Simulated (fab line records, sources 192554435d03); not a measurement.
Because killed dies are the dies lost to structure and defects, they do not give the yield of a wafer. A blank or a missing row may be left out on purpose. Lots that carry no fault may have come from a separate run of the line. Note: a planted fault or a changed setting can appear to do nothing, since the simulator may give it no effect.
Matching of chambers ; flow n5_finfet ; N5_BEOL_M9_ILD_DEP_00 on pecvd-03 has 3 sister chambers
The step deposits SiCOH lowk from DEMS/porogen, target thk 308.51 nm, time 58 s. 30 wafers are shown with their chamber, then 12 later ones without.

EACH WAFER AND ITS CHAMBER
wafer;chamber;throttle_valve_pct (%);showerhead_plenum_p_Torr (Torr);heater_power_w (W)
L075.3;0;13.8;5.748;339
L075.4;1;12.9;5.752;300
L075.5;0;13.8;5.755;340
L076.1;1;12.9;5.739;294
L076.2;0;13.8;5.761;331
L076.3;1;13.1;5.748;305
L077.3;0;13.8;5.765;351
L077.4;1;13.1;5.740;286
L077.5;1;13.2;5.744;290
L080.2;0;13.7;5.758;286
L080.3;2;12.3;5.756;327
L080.4;1;12.7;5.754;300
L083.2;1;13.0;5.742;288
L083.3;2;12.8;5.763;322
L083.6;0;13.9;5.771;337
L088.1;1;13.2;5.753;310
L088.2;0;13.9;5.776;283
L088.5;1;13.0;5.747;323
L090.4;0;13.9;5.759;354
L090.5;1;12.9;5.750;252
L090.6;2;12.7;5.780;296
L089.2;2;12.9;5.744;310
L089.5;0;14.1;5.765;323
L089.6;2;12.6;5.767;313
L092.1;0;14.0;5.769;297
L092.2;2;12.9;5.756;330
L092.5;0;13.9;5.785;314
L091.1;2;12.9;5.753;292
L091.3;0;14.0;5.777;309
L091.6;2;13.0;5.751;300

SIGNATURES, as means of the wafers listed above
reading;chamber 0;chamber 1;chamber 2;scatter within a chamber
throttle_valve_pct;13.883;13.000;12.762;0.163
showerhead_plenum_p_Torr;5.76575;5.74690;5.75875;0.00929
heater_power_w;322.00;294.80;311.25;20.3
Rule: for each reading, subtract the chamber's mean from the wafer's reading, divide by that reading's scatter and square the result; add these up over the readings and take the root, which gives the wafer's distance from the chamber. The wafer belongs to the nearest chamber; if the next one is less than 2 further off, it can't be placed. The scatter: the root of (the sum of the squares of (reading less its chamber's mean) over the shown wafers, divided by (wafers less chambers)).

WAFERS WITH NO CHAMBER GIVEN
wafer;throttle_valve_pct (%);showerhead_plenum_p_Torr (Torr);heater_power_w (W)
L094.2;13.1;5.745;297
L094.3;13.9;5.775;327
L094.4;13.7;5.770;340
L095.4;13.8;5.763;318
L095.5;13.1;5.745;297
L095.6;13.1;5.746;274
L096.1;13.9;5.768;321
L096.3;13.2;5.747;304
L096.5;13.0;5.754;304
L097.2;13.8;5.762;354
L097.4;13.8;5.764;271
L097.5;13.1;5.757;288

EACH ONE'S CHAMBER
wafer;from the rows above;in truth
L094.2;can't be placed: 1 or 2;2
L094.3;0;0
L094.4;0;0
L095.4;0;0
L095.5;can't be placed: 1 or 2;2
L095.6;can't be placed: 1 or 2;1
L096.1;0;0
L096.3;can't be placed: 1 or 2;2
L096.5;can't be placed: 1 or 2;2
L097.2;0;0
L097.4;0;0
L097.5;can't be placed: 1 or 2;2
Placed correctly: 6 of 12. Unplaceable from these rows: 6, with the true chamber sitting among the candidates in 6. 0 placed wrongly.
